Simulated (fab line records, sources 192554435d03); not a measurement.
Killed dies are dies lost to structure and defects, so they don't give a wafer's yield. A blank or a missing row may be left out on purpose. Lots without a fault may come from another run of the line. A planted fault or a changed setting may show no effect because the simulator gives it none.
fab line records | flow n5_finfet
record lots=11 wafers=33 last_day=17
route steps=1938 shown BEOL_M10@1529 BEOL_M11@1554 PASSIVATION@1936
lots that met no fault: from a run of the same line without faults
start_h: hours from the record's first day to the start of the lot's first wafer shown | wait_h: hours since the lot's step before | " the same as in the row above | L1.1+2: a row that stands for several wafers | - no value, or no start given | * or withheld: withheld | < > ~ a bound
route shown NAME@n: a module of which the file shows steps, and the number in the route of the first | usual: mean/standard deviation of fault-free wafers | same: alike in all rows | chamber/n: place in a boat | sites: the reading at each site | _std_site: their standard deviation | _edge_site: outer sites' mean less inner sites' | radius_mm: how far each site lies from the wafer's centre | mask NAME#n: copy n | behind: the tool/chamber that last shaped the wafer | hold: why the lot was held/for how many hours/how that ended | device: the transistor (n, p or np) that didn't switch | end of line: the same wafers' tests at the end of the route | a step without rows: its recipe alone | killed: dies lost to structure and defects at the first sort, not the wafer's yield | map: a wafer's dies, x killed, . not, _ none there
set.NAME: the setting as run; set.NAME@STEP: as run at that earlier step | model.NAME: the simulator's own value behind a step, which no gauge read
steps of the route over a sample of lots; a table a step, a row a wafer
services: from which hour (start_h, from the record's first day; less than 0 if before it) a tool's chamber was out of use, for how many hours, and why
## steps
# step N5_BEOL_M10_ANNEAL_51
# recipe temp_c=225 time_s=90 ambient=N2
# usual wafer_temp_C_max=226.29/0.29
# columns lot.wafer tool chamber start_h wait_h wafer_temp_C_max
L328.1 rtp_anneal-02 0 236.26 0.1 227.01
L328.2 " 0 " " 226.49
L328.4 " 0 " " 227.15
L331.1 rtp_anneal-02 0 240.75 0.1 226.07
L331.2 " 0 " " 226.08
L331.3 " 0 " " 226.40
L334.1 rtp_anneal-02 0 264.58 0.2 226.16
L334.2 " 0 " " 226.47
L334.6 " 0 " " 226.19
L335.2 rtp_anneal-01 0 268.55 0.2 226.20
L335.5 " 0 " " 226.47
L335.6 " 0 " " 226.51
L336.1 rtp_anneal-01 0 277.98 0.1 226.24
L336.3 " 0 " " 226.71
L336.5 " 0 " " 226.04
L337.1 rtp_anneal-01 0 281.79 0.4 226.37
L337.3 " 0 " " 226.30
L337.6 " 0 " " 226.34
L339.2 rtp_anneal-02 0 289.94 0.2 226.16
L339.5 " 0 " " 226.62
L339.6 " 0 " " 226.83
L347.2 rtp_anneal-01 0 336.57 0.1 225.88
L347.4 " 0 " " 226.15
L347.6 " 0 " " 225.98
L349.2 rtp_anneal-01 0 354.43 0.3 226.52
L349.4 " 0 " " 226.72
L349.6 " 0 " " 226.16
L348.1 rtp_anneal-01 0 360.55 0.1 225.97
L348.4 " 0 " " 226.23
L348.6 " 0 " " 226.40
L350.3 rtp_anneal-02 0 361.13 0.1 226.45
L350.4 " 0 " " 226.16
L350.5 " 0 " " 226.53
# step N5_BEOL_M10_RS_MEAS_57
# recipe thk_meas_gauge=four-point-probe reads=Cu_of_BEOL_M10_ECD_50+Co_of_BEOL_M10_CVD_75+TaN_of_BEOL_M10_ALD_74
# usual M10_RS=0.1506/0.0027
# columns lot.wafer tool chamber start_h wait_h M10_RS[ohm/sq]
L328.1 film_metro-01 - 236.99 0.1 0.1544
L328.2 " - " " 0.1479
L328.4 " - " " 0.1518
L331.1 film_metro-02 - 241.49 0.1 0.1485
L331.2 " - " " 0.1487
L331.3 " - " " 0.1437
L334.1 film_metro-01 - 265.34 0.1 0.1530
L334.2 " - " " 0.1561
L334.6 " - " " 0.1540
L335.2 film_metro-01 - 269.23 0.1 0.1476
L335.5 " - " " 0.1515
L335.6 " - " " 0.1539
L336.1 film_metro-02 - 278.70 0.1 0.1520
L336.3 " - " " 0.1524
L336.5 " - " " 0.1504
L337.1 film_metro-02 - 282.51 0.1 0.1511
L337.3 " - " " 0.1539
L337.6 " - " " 0.1520
L339.2 film_metro-01 - 290.62 0.1 0.1538
L339.5 " - " " 0.1538
L339.6 " - " " 0.1524
L347.2 film_metro-01 - 337.25 0.1 0.1494
L347.4 " - " " 0.1488
L347.6 " - " " 0.1497
L349.2 film_metro-01 - 355.11 0.1 0.1475
L349.4 " - " " 0.1538
L349.6 " - " " 0.1474
L348.1 film_metro-02 - 361.28 0.1 0.1465
L348.4 " - " " 0.1509
L348.6 " - " " 0.1507
L350.3 film_metro-01 - 361.78 0.1 0.1532
L350.4 " - " " 0.1498
L350.5 " - " " 0.1526
# step N5_BEOL_M11_ETCH_62
# recipe chemistry=N2/H2 target=SOC target_depth_a=1100 overetch_a=220 mask_material=SiARC temp_c=40 time_s=165 ion_energy_ev=200 pressure_mtorr=30 source_w=840 bias_w=150 n2_flow_sccm=200 h2_flow_sccm=200
# usual drypump_motor_current_A=5.6/0.47 oes_product_au=0.67/0.074 rf_vpp_V=524.2/2.5 showerhead_plenum_p_Torr=2.56/0.086 throttle_valve_pct=17.76/0.24
# columns lot.wafer tool chamber start_h wait_h drypump_motor_current_A oes_product_au rf_hours_counter_h rf_vpp_V showerhead_plenum_p_Torr throttle_valve_pct
L328.1 rie_diel-02 0 239.89 0.0 5.9 0.74 49 527.4 2.69 17.20
L328.2 " 2 " " 5.2 0.63 180 524.2 2.53 18.02
L328.4 " 1 " " 5.4 0.71 53 524.5 2.58 17.57
L331.1 rie_diel-05 2 244.08 0.0 6.4 0.58 237 520.4 2.40 18.19
L331.2 " 1 " " 5.0 0.60 227 525.8 2.61 17.81
L331.3 " 3 " " 5.5 0.62 184 520.7 2.43 17.97
L334.1 rie_diel-05 1 268.10 0.0 5.0 0.60 240 525.8 2.61 17.80
L334.2 " 0 " " 6.4 0.83 4 521.7 2.50 17.78
L334.6 " 3 " " 5.5 0.62 - 521.7 2.43 18.02
L335.2 rie_diel-02 3 271.83 0.0 5.8 0.61 193 527.2 2.62 17.75
L335.5 " 0 " " 5.9 0.74 - 528.6 2.68 17.21
L335.6 " 3 " " 5.8 0.61 - 526.9 2.62 17.73
L336.1 rie_diel-03 2 280.85 0.0 4.8 0.75 36 526.0 2.59 17.70
L336.3 " 0 " " 5.5 0.65 132 524.7 2.55 17.83
L336.5 " 2 " " 4.8 0.75 - 525.0 2.59 17.72
L337.1 rie_diel-02 0 284.57 0.0 5.9 0.75 54 527.5 2.68 17.22
L337.3 " 2 " " 5.2 0.63 186 523.1 2.53 18.05
L337.6 " 1 " " 5.4 0.71 - 525.2 2.58 17.58
L339.2 rie_diel-02 1 292.59 0.0 5.4 0.70 61 525.5 2.58 17.60
L339.5 " 2 " " 5.2 0.63 - 522.2 2.53 18.03
L339.6 " 0 " " 5.9 0.74 - 527.9 2.68 17.21
L347.2 rie_diel-02 0 341.76 0.0 5.9 0.72 73 526.5 2.67 17.25
L347.4 " 1 " " 5.4 0.69 72 525.6 2.57 17.61
L347.6 " 1 " " 5.4 0.69 - 525.3 2.57 17.61
L349.2 rie_diel-05 0 357.50 0.0 6.4 0.75 36 521.7 2.48 17.81
L349.4 " 3 " " 5.5 0.60 229 519.9 2.41 18.05
L349.6 " 2 " " 6.4 0.76 - 528.2 2.71 17.80
L348.1 rie_diel-05 2 365.63 0.0 6.4 0.77 22 528.9 2.71 17.80
L348.4 " 0 " " 6.5 0.77 39 522.3 2.48 17.84
L348.6 " 2 " " 6.4 0.76 - 528.5 2.71 17.79
L350.3 rie_diel-05 0 365.96 0.0 6.5 0.76 39 523.7 2.48 17.82
L350.4 " 1 " " 5.0 0.83 9 524.2 2.60 17.42
L350.5 " 3 " " 5.5 0.59 - 520.3 2.41 18.07
# step N5_BEOL_M11_COAT_63
# recipe resist=SOC temp_c=250 time_s=60 spin_rpm=1500 resist_thk_nm=100
# usual heater_power_total_W=500.4/1.9 resist_line_temp_C=22.99/0.11 spin_speed_rpm=1499.8/1.1
# columns lot.wafer tool chamber start_h wait_h heater_power_total_W resist_line_temp_C spin_speed_rpm
L328.1 litho_track-01 0 240.39 0.1 501.2 23.11 1500.0
L328.2 " 0 " " 497.7 22.98 1499.0
L328.4 " 0 " " 502.8 23.04 1500.8
L331.1 litho_track-02 0 246.53 2.0 502.4 22.98 1499.4
L331.2 " 0 " " 497.5 22.97 1500.4
L331.3 " 0 " " 499.2 22.90 1500.0
L334.1 litho_track-04 0 269.09 0.6 502.8 22.76 1501.3
L334.2 " 0 " " 498.6 22.89 1499.8
L334.6 " 0 " " 499.1 23.06 1498.5
L335.2 litho_track-01 0 272.27 0.0 502.1 22.86 1500.2
L335.5 " 0 " " 501.7 22.81 1500.7
L335.6 " 0 " " 502.0 22.94 1501.1
L336.1 litho_track-01 0 282.28 1.1 498.0 23.19 1501.0
L336.3 " 0 " " 501.8 23.05 1500.2
L336.5 " 0 " " 500.8 23.06 1499.5
L337.1 litho_track-02 0 286.13 1.2 503.0 23.15 1500.7
L337.3 " 0 " " 500.5 23.14 1497.8
L337.6 " 0 " " 499.4 22.96 1500.2
L339.2 litho_track-02 0 293.92 1.0 501.2 22.97 1499.7
L339.5 " 0 " " 502.4 23.03 1500.0
L339.6 " 0 " " 502.3 23.02 1500.7
L347.2 litho_track-01 0 342.91 0.8 498.6 23.15 1447.7
L347.4 " 0 " " 498.7 23.09 1448.9
L347.6 " 0 " " 501.6 23.10 1448.2
L349.2 litho_track-04 0 358.16 0.3 500.9 22.89 1498.8
L349.4 " 0 " " 500.9 23.03 1500.1
L349.6 " 0 " " 503.1 22.87 1498.0
L348.1 litho_track-01 0 367.70 1.7 502.6 23.03 1450.0
L348.4 " 0 " " 503.2 22.98 1450.5
L348.6 " 0 " " 499.1 23.07 1448.7
L350.3 litho_track-02 0 368.25 1.9 498.7 22.76 1498.6
L350.4 " 0 " " 502.2 23.03 1500.2
L350.5 " 0 " " 498.1 23.00 1499.6
# step N5_PASSIVATION_PROBE_49
# usual defect_limited_yield=91.5/1.4 killed_at_M0_to_M3=33/10 killed_at_M4_up=13/5 killed_at_contacts=13/5.6 killed_at_front_end=38/12 killed_at_other=3.9/2.7 killed_dies=100/16 killed_open=66/13 killed_short=32/7.2 sort_bin_5_function=5.0/0.97 sort_bin_6_memory=3.2/0.61 sort_n_pass=1080/16 sort_yield_pct=91.5/1.4
# same gross_dies=1180 killed_at_back_side=0 sort_bin_4_leakage[%]=0 sort_bin_8_speed[%]=0
# columns lot.wafer tool chamber start_h wait_h defect_limited_yield[%] killed_at_M0_to_M3 killed_at_M4_up killed_at_contacts killed_at_front_end killed_at_other killed_dies killed_open killed_short sort_bin_5_function[%] sort_bin_6_memory[%] sort_n_pass sort_yield_pct[%]
L349.2 prober-01 - 400.72 0.1 89.2 39 17 12 56 3 127 81 40 6.4 3.6 1053 89.2
L349.4 prober-01 - 400.82 0.2 89.9 33 5 19 62 0 119 88 31 6.4 3.1 1061 89.9
L349.6 prober-01 - 400.92 0.3 90.3 55 7 13 40 0 115 66 44 5.0 3.8 1065 90.3
L348.1 prober-02 - 414.29 0.0 91.6 20 19 9 49 2 99 70 29 4.9 3.1 1081 91.6
L348.4 prober-02 - 414.44 0.2 93.1 12 20 12 35 3 82 57 25 4.2 2.5 1098 93.1
L348.6 prober-02 - 414.54 0.3 93.6 19 16 11 26 4 76 54 22 3.4 3.1 1104 93.6
# killed by level:class
L349.2 STI_FIN_REVEAL:geometric_particle:open=16 FIN_SAQP:geometric_particle:open=13 BEOL_M0_SAQP:geometric_particle:open=13 FIN_SAQP:geometric_particle:short=10 BEOL_M3:geometric_particle:open=10 MOL_CONTACT_COAG:geometric_particle:open=8 BEOL_M1:geometric_particle:open=5 MOL_CONTACT_COAG:geometric_particle:short=4
L349.4 FIN_SAQP:geometric_particle:open=18 STI_FIN_REVEAL:geometric_particle:open=17 MOL_CONTACT_COAG:geometric_particle:open=14 BEOL_M3:geometric_particle:open=11 BEOL_M0_SAQP:geometric_particle:open=9 FIN_SAQP:geometric_particle:short=8 STARTING-WAFER:geometric_particle:open=6 MOL_CONTACT_COAG:geometric_particle:short=5
L349.6 BEOL_M3:geometric_particle:open=21 FIN_SAQP:geometric_particle:short=14 BEOL_M0_SAQP:geometric_particle:short=14 MOL_CONTACT_COAG:geometric_particle:open=12 BEOL_M0_SAQP:geometric_particle:open=9 FIN_SAQP:geometric_particle:open=7 GATE_CUT:geometric_particle:short=4 STI_FIN_REVEAL:geometric_particle:open=3
L348.1 FIN_SAQP:geometric_particle:open=17 BEOL_M4:geometric_particle:open=12 FIN_SAQP:geometric_particle:short=8 MOL_CONTACT_COAG:geometric_particle:open=8 BEOL_M0_SAQP:geometric_particle:open=6 DUMMY_GATE:geometric_particle:short=4 GATE_CUT:geometric_particle:short=4 BEOL_M3:geometric_particle:open=4
L348.4 FIN_SAQP:geometric_particle:open=12 BEOL_M4:geometric_particle:open=9 MOL_CONTACT_COAG:geometric_particle:open=8 FIN_SAQP:geometric_particle:short=4 STI_FIN_REVEAL:geometric_particle:open=4 MOL_CONTACT_COAG:geometric_particle:short=4 STARTING-WAFER:geometric_particle:open=4 BEOL_M1:geometric_particle:open=3
L348.6 BEOL_M4:geometric_particle:open=11 MOL_CONTACT_COAG:geometric_particle:open=9 FIN_SAQP:geometric_particle:short=6 BEOL_M1:geometric_particle:open=6 BEOL_M0_SAQP:geometric_particle:open=5 FIN_SAQP:geometric_particle:open=3 STI_FIN_REVEAL:geometric_particle:open=3 GATE_CUT:geometric_particle:short=3
## services
# columns tool chamber start_h hours kind
rie_diel-05 0 215.24 3.8 repair
rie_diel-05 0 241.21 - clean
rie_diel-05 0 241.21 - consumable_replace:focus_ring
rie_diel-05 0 241.21 16.2 scheduled_down
rie_diel-05 0 241.21 16.2 vent_cycle
rie_diel-02 - 243.38 28.1 pm
rie_diel-05 - 253.86 0.2 repair
rie_diel-05 2 270.57 - clean
rie_diel-05 2 270.57 - consumable_replace:focus_ring
rie_diel-05 2 270.57 - consumable_replace:showerhead
rie_diel-05 2 270.57 31.4 scheduled_down
rie_diel-05 2 270.57 31.4 vent_cycle
litho_track-01 - 281.54 - consumable_replace:filter
rie_diel-02 3 290.29 7.6 repair
rie_diel-02 1 297.44 11.5 repair
rtp_anneal-01 - 299.43 6.0 pm
rie_diel-03 0 312.23 12.7 repair
rie_diel-05 1 313.46 - clean
rie_diel-05 1 313.46 - consumable_replace:focus_ring
rie_diel-05 1 313.46 15.3 scheduled_down
rie_diel-05 1 313.46 15.3 vent_cycle
litho_track-01 - 352.44 - consumable_replace:filter
litho_track-04 - 364.29 - consumable_replace:filter
rie_diel-05 1 367.43 4.6 repair
## key
first_sign step=N5_BEOL_M11_COAT_63 reading=spin_speed_rpm direction=down sigmas=48 usual=* struck=*
effect none on later readings
met_at N5_BEOL_M11_COAT_63
struck_lots L347,L348
not_acting_at N5_BEOL_M10_ANNEAL_51,N5_BEOL_M10_RS_MEAS_57,N5_BEOL_M11_ETCH_62
onset_between 282.28 342.91
fault kind=process_parameter_drift tool=litho_track-01 chamber=- onset_h=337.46 steps=N5_BEOL_M11_COAT_63 channel=spin_rpm offset=* shape=step end_h=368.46 acts_in=* stated=*
